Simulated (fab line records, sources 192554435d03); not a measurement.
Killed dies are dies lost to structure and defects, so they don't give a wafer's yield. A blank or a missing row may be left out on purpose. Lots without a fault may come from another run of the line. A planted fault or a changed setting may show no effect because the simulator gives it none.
Chamber matching | flow n5_finfet | N5_BEOL_M11_VIA_ETCH_34 on rie_diel-05: 4 sister chambers
The step etches SiCOH lowk in C4F6/O2, target depth 184.5 nm, time 69.2 s. 20 wafers are shown with their chamber, then 10 later ones without.

WAFERS WITH THEIR CHAMBER
wafer  | chamber | showerhead_plenum_p_Torr (Torr) | drypump_motor_current_A (A) | throttle_valve_pct (%)
L076.2 | 1       | 2.95                            | 6.1                         | 21.15
L076.4 | 0       | 2.78                            | 5.9                         | 20.70
L076.5 | 0       | 2.78                            | 5.9                         | 20.70
L079.1 | 0       | 2.77                            | 5.9                         | 20.71
L079.2 | 2       | 3.02                            | 6.4                         | 20.92
L079.5 | 0       | 2.77                            | 5.9                         | 20.72
L081.3 | 0       | 2.77                            | 5.9                         | 20.70
L081.5 | 3       | 2.71                            | 5.3                         | 21.19
L081.6 | 0       | 2.77                            | 5.9                         | 20.70
L080.1 | 1       | 2.94                            | 6.1                         | 21.19
L080.5 | 2       | 3.01                            | 6.3                         | 20.95
L080.6 | 3       | 2.71                            | 5.2                         | 21.21
L084.1 | 0       | 2.77                            | 5.9                         | 20.72
L084.2 | 3       | 2.71                            | 5.2                         | 21.19
L084.6 | 2       | 3.01                            | 6.4                         | 20.95
L085.3 | 1       | 2.94                            | 6.1                         | 21.17
L085.4 | 3       | 2.71                            | 5.2                         | 21.20
L085.5 | 1       | 2.94                            | 6.1                         | 21.19
L087.1 | 0       | 2.77                            | 5.9                         | 20.74
L087.2 | 2       | 3.01                            | 6.4                         | 20.95

SIGNATURES (means of the wafers above)
reading                  | chamber 0 | chamber 1 | chamber 2 | chamber 3 | scatter within a chamber
showerhead_plenum_p_Torr | 2.7725    | 2.9425    | 3.0125    | 2.7100    | 0.00433
drypump_motor_current_A  | 5.900     | 6.100     | 6.375     | 5.225     | 0.0306
throttle_valve_pct       | 20.7112   | 21.1750   | 20.9425   | 21.1975   | 0.0149
Rule: a wafer's distance from a chamber is the root of the sum, over the readings, of the square of ((its reading less the chamber's mean) divided by the reading's scatter). The wafer belongs to the nearest chamber; if the next one is less than 2 further off, it can't be placed. The scatter: the root of (the sum of the squares of (reading less its chamber's mean) over the shown wafers, divided by (wafers less chambers)).

WAFERS WITHOUT THEIR CHAMBER
wafer  | showerhead_plenum_p_Torr (Torr) | drypump_motor_current_A (A) | throttle_valve_pct (%)
L087.3 | 2.94                            | 6.1                         | 21.18
L090.3 | 2.93                            | 6.1                         | 21.20
L090.5 | 2.76                            | 5.9                         | 20.75
L090.6 | 2.70                            | 5.2                         | 21.20
L094.4 | 2.93                            | 6.1                         | 21.22
L094.5 | 2.70                            | 5.2                         | 21.21
L094.6 | 3.00                            | 6.3                         | 20.98
L097.2 | 2.70                            | 5.2                         | 21.21
L097.3 | 2.76                            | 5.9                         | 20.75
L097.4 | 2.93                            | 6.1                         | 21.22

WHICH CHAMBER EACH WENT THROUGH
wafer  | from the rows above | in truth
L087.3 | 1                   | 1
L090.3 | 1                   | 1
L090.5 | 0                   | 0
L090.6 | 3                   | 3
L094.4 | 1                   | 1
L094.5 | 3                   | 3
L094.6 | 2                   | 2
L097.2 | 3                   | 3
L097.3 | 0                   | 0
L097.4 | 1                   | 1
Placed correctly: 10 of 10. Can't be placed from these rows: 0. Placed wrongly: 0.
